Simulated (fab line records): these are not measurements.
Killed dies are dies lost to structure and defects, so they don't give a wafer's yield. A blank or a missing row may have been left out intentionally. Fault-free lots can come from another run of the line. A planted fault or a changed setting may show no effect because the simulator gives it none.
Matching of chambers    flow n5_finfet    N5_HKMG_FIN_ALD_91 on ald_metal-04 has 4 sister chambers
The step deposits TiN, target thk 1 nm, pulse time 1 s, purge time 3 s. 4 wafers are shown with their chamber, then 11 later ones without.

## EACH WAFER AND ITS CHAMBER
wafer   chamber  heater_power_w (W)
L086.3  2        1023
L088.5  3        881
L089.5  0        823
L090.3  1        833

## WAFERS WITH NO CHAMBER GIVEN
wafer   heater_power_w (W)
L090.4  1026
L090.6  863
L092.2  856
L092.3  864
L092.4  1012
L093.1  1018
L093.2  866
L093.4  834
L097.1  836
L097.4  874
L097.5  1042

## EACH ONE'S CHAMBER
wafer   from the rows above           in truth
L090.4  2                             2
L090.6  can't be placed: 3 or 1 or 0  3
L092.2  can't be placed: 1 or 3 or 0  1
L092.3  can't be placed: 3 or 1 or 0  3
L092.4  2                             2
L093.1  2                             2
L093.2  can't be placed: 3 or 1       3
L093.4  can't be placed: 1 or 0       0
L097.1  can't be placed: 1 or 0       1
L097.4  3                             3
L097.5  2                             2
5 of 11 placed correctly. From these rows, 6 cannot be placed; in 6 the true chamber is one of the candidates. 0 placed wrongly.
How it was worked out, from the rows above alone: a wafer's distance from a chamber is the root of the sum, over the readings, of the square of ((its reading less the chamber's mean) divided by the reading's scatter). The wafer belongs to the nearest chamber; if the next one is less than 2 further off, it can't be placed. A chamber's mean is the mean of its shown wafers. The scatter: with one shown wafer a chamber, the root of the mean of the squares of how far each hidden wafer lies from its nearest shown one.
